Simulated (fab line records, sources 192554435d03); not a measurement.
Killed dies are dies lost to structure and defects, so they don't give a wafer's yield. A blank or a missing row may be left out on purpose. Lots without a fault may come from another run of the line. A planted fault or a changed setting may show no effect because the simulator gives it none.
A struck lot beside a sound one | flow n5_finfet | 15 steps out of a route of 1938
Sound: wafers L909.1, L909.3, L909.6. Struck: wafer L901.4. (L901.1, L901.3 of the same lot were not struck and are left out.) The cause comes at the end.
At each step with rows: each side's tool, then ch and its chambers, then its first start. Under that, the readings that differ: sound wafers | struck wafers | difference of the means | sigmas: that difference in standard deviations of wafers without a fault.
alike: readings whose means differ by less than 2 such deviations, and words and numbers that are the same on both sides. not compared: withheld readings, readings that some wafer has no value for, bounds like >300 that may hide the same value, and numbers for which the record gives no deviation and whose values overlap.
The two part at a step that has a row with sigmas, a row that says differs or no value, or rows on one side only. Numbers that don't overlap but have no deviation are shown without sigmas and don't part them. A reading that every wafer of one side lacks parts them only if that side has two wafers or more.

first, 1 step without rows for these wafers: N5_BEOL_M6_TRENCH_ETCH_37 (etches SiCOH lowk in C4F6/O2, target depth 94.435 nm, time 31.5 s).
N5_BEOL_M6_ETCH_41: etches SiCN in CH3F/O2, target depth 29.7 nm, time 52 s.
  sound on rie_diel-03 ch 0,2,3; struck on rie_diel-03 ch 0
  reading             | sound             | struck | difference | sigmas
  O2_flow_sccm (sccm) | 19.97 20.01 20.02 | 19.86  | -0.14      | -2
  alike: drypump_motor_current_A, oes_product_au, rf_vpp_V, showerhead_plenum_p_Torr, throttle_valve_pct
  not compared: rf_hours_counter_h
N5_BEOL_M6_STRIP_80: strips in N2/H2, time 10 s.
  sound on rie_diel-03 ch 0,2,3; struck on rie_diel-03 ch 0
  alike: drypump_motor_current_A, oes_product_au, rf_vpp_V, showerhead_plenum_p_Torr, throttle_valve_pct
  not compared: rf_hours_counter_h
N5_BEOL_M6_OCD_MEAS_38:
  sound on ocd-02, day 12 23:25; struck on ocd-01, day 10 20:10
  alike: trench_depth_nm
then, 4 steps without rows for these wafers: N5_BEOL_M6_HM_STRIP_39 (strips TiN in peroxide tin strip, target depth 25 nm, time 158 s); N5_BEOL_M6_SRD_40 (time 30 s); N5_BEOL_M6_PRECLEAN_42 (cleans in residue remover, time 60 s); N5_BEOL_M6_SRD_43 (time 30 s).
N5_BEOL_M6_CD_MEAS_35: target cd 40 nm, target cd y 28 nm.
  sound on cd_sem-01, day 12 23:34; struck on cd_sem-01, day 10 20:19
  reading    | sound          | struck | difference | sigmas
  cd_nm (nm) | 41.2 40.9 40.9 | 39.5   | -1.5       | -3
N5_BEOL_M6_CURE_75: cures SiCOH lowk, time 120 s.
  sound on uv_cure-01 ch 1, day 12 23:37; struck on uv_cure-01 ch 2, day 10 20:23
  reading          | sound             | struck | difference | sigmas
  wafer_temp_C_max | 371.1 370.8 370.8 | 372.4  | +1.5       | +2
  alike: lamp_power_pct
N5_BEOL_M6_DEGAS_44: time 60 s.
  sound on pvd_sputter-02, day 13 00:37; struck on pvd_sputter-03, day 10 21:18
  alike: heater_power_w
then, 1 step without rows for these wafers: N5_BEOL_M6_PRE_CLEAN_45 (time 30 s).
N5_BEOL_M6_ALD_77: deposits TaN, target thk 2 nm, pulse time 2 s, purge time 3 s.
  sound on ald_metal-03 ch 0,2,3, day 13 00:45; struck on ald_metal-02 ch 2, day 10 21:24
  reading                      | sound | struck | difference | sigmas
  co_reactant_pulse_time_s (s) | 3 3 3 | 3.2406 | +0.2406    |
  alike: chamber_pressure_Torr, heater_power_w
N5_BEOL_M6_SURFACE_TREAT_79:
  sound on pvd_sputter-01, day 13 02:09; struck on pvd_sputter-01, day 10 21:45
  not compared: throttle_valve_pct
then, 1 step without rows for these wafers: N5_PASSIVATION_PROBE_49.

WHERE THEY PART
First at N5_BEOL_M6_ETCH_41; last, within this record, at N5_BEOL_M6_CURE_75. Later steps at which nothing parts them and some readings are alike: N5_BEOL_M6_DEGAS_44, N5_BEOL_M6_ALD_77.

WHY: what the simulator had put in
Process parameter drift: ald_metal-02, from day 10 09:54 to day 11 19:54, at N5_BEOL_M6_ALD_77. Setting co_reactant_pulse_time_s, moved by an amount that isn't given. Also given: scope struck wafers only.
